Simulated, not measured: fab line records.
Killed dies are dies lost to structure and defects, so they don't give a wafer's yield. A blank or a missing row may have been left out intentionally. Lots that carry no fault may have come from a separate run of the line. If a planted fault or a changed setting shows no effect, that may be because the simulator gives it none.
Split-lot trial	flow n5_finfet	39 wafers read from 7 lots, route of 1938 steps

== SPLIT DETAILS ==
At N5_BEOL_M9_DESCUM_16 (chemistry O2, time 7.9 s), the setting time_s was moved away from the recipe's 7.9 s on 15 of the 39 wafers read, by -31.1% to +55.6%. All remaining wafers had this setting at the recipe value.

The reading comes from the split's own step.

== THE READING ==
CAR-ArF_of_BEOL_M9_COAT_05.thk_nm (the simulator's own value, which no gauge read), in nm, at N5_BEOL_M9_DESCUM_16 (chemistry O2, time 7.9 s). The file gives no usual value for it. Average 83.5 nm, standard deviation 0.2 nm, over the 24 wafers here run with the recipe.

wafer	tool, chamber at the split	time_s as run, s	against the recipe	CAR-ArF_of_BEOL_M9_COAT_05.thk_nm, nm	against lot-mates on the recipe
L077.1	rie_diel-06, 3	5.443	-31.1%	85	+1.3
L077.2	rie_diel-06, 0,1	7.9	recipe	83.6	-
L077.6	rie_diel-06, 0,1	7.9	recipe	83.6	-
L077.3	rie_diel-06, 2	7.9	recipe	83.8	-
L077.4	rie_diel-06, 1	5.443	-31.1%	84.6	+0.9
L077.5	rie_diel-06, 2	5.443	-31.1%	84.8	+1.1
L081.1	rie_diel-05, 2,1,0	7.9	recipe	83.8	-
L081.2	rie_diel-05, 2,1,0	7.9	recipe	83.8	-
L081.4	rie_diel-05, 2,1,0	7.9	recipe	83.8	-
L080.1	rie_diel-05, 0,1	7.9	recipe	83.6	-
L080.3	rie_diel-05, 0,1	7.9	recipe	83.6	-
L080.2	rie_diel-05, 3,2,3	11.59	+46.7%	81.4	-2.1
L080.4	rie_diel-05, 3,2,3	11.59	+46.7%	81.4	-2.1
L080.5	rie_diel-05, 3,2,3	11.59	+46.7%	81.4	-2.1
L080.6	rie_diel-05, 0	7.9	recipe	83.4	-
L084.1	rie_diel-01, 0,2,1	7.9	recipe	83.4	-
L084.3	rie_diel-01, 0,2,1	7.9	recipe	83.4	-
L084.4	rie_diel-01, 0,2,1	7.9	recipe	83.4	-
L084.2	rie_diel-01, 3	7.9	recipe	83.2	-
L084.5	rie_diel-01, 3	7.9	recipe	83.6	-
L084.6	rie_diel-01, 0	7.9	recipe	83	-
L089.1	rie_diel-05, 1,2	11.4	+44.3%	81.6	-2.0
L089.4	rie_diel-05, 1,2	11.4	+44.3%	81.6	-2.0
L089.2	rie_diel-05, 3,3,2	7.9	recipe	83.6	-
L089.5	rie_diel-05, 3,3,2	7.9	recipe	83.6	-
L089.6	rie_diel-05, 3,3,2	7.9	recipe	83.6	-
L089.3	rie_diel-05, 0	11.4	+44.3%	81.2	-2.4
L091.1	rie_diel-06, 3,0,0	7.9	recipe	83.6	-
L091.4	rie_diel-06, 3,0,0	7.9	recipe	83.6	-
L091.6	rie_diel-06, 3,0,0	7.9	recipe	83.6	-
L091.2	rie_diel-06, 1	12.29	+55.6%	81	-2.6
L091.3	rie_diel-06, 2,1	12.29	+55.6%	80.8	-2.8
L091.5	rie_diel-06, 2,1	12.29	+55.6%	80.8	-2.8
L093.1	rie_diel-06, 3	7.9	recipe	83.4	-
L093.2	rie_diel-06, 2,0	10.63	+34.6%	81.8	-1.7
L093.5	rie_diel-06, 2,0	10.63	+34.6%	81.8	-1.7
L093.3	rie_diel-06, 1	7.9	recipe	83.8	-
L093.4	rie_diel-06, 0	10.63	+34.6%	81.6	-1.9
L093.6	rie_diel-06, 3	7.9	recipe	83.2	-
The file does not say which wafer passed through which chamber wherever a row lists several chambers: such a row stands for several wafers.

THE FIT
A straight line over all 39 wafers: CAR-ArF_of_BEOL_M9_COAT_05.thk_nm changes by -0.0465 nm for each +1% of time_s; r = -0.99; the points scatter about the line by 0.2 nm.
The same after taking each lot's own level away (the mean of its wafers on the recipe; 39 wafers): -0.0461 nm for each +1%; r = -0.99; scatter 0.17 nm.
That fit puts the effect of the largest move of time_s on the reading at 2.6 nm.
The lots' own levels span 83.33 to 83.80 nm, that is 2.3 times the standard deviation above.
The two slopes agree, so the slope changes little with the lot-to-lot level.
Check: with one of the wafers moved furthest among these (+55.6%) left out of the fit, the line predicts -2.62 nm for it against its lot-mates. It came out at -2.6 nm against them.

== THE OTHER SPLITS THESE WAFERS WENT THROUGH ==
Note: prior to the reading, these wafers also went through further splits. Each is held against what the fit with the lots' levels taken away leaves over:
other split on the same wafers	wafers away from the commonest value	r with CAR-ArF_of_BEOL_M9_COAT_05.thk_nm (lot level and that fit taken away)
N5_PMOS_HMC_CHANNEL_EPI_DESCUM_14 time_s	18	-0.09
N5_SD_EPI_N_ETCH_45 target_depth_a	12	-0.11
N5_HKMG_FIN_HK_ALD_01 ald_cycles	18	-0.10
N5_MOL_CONTACT_COAG_SPUTTER_143 target_thk_a	15	+0.34
N5_BEOL_M2_DEP_57 target_thk_a	15	+0.02
N5_BEOL_M3_ETCH_64 time_s	12	-0.20

== FILE'S OWN FIT ==
CAR-ArF_of_BEOL_M9_COAT_05.thk_nm changes by -0.047 nm for each +1% of time_s, r = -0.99.
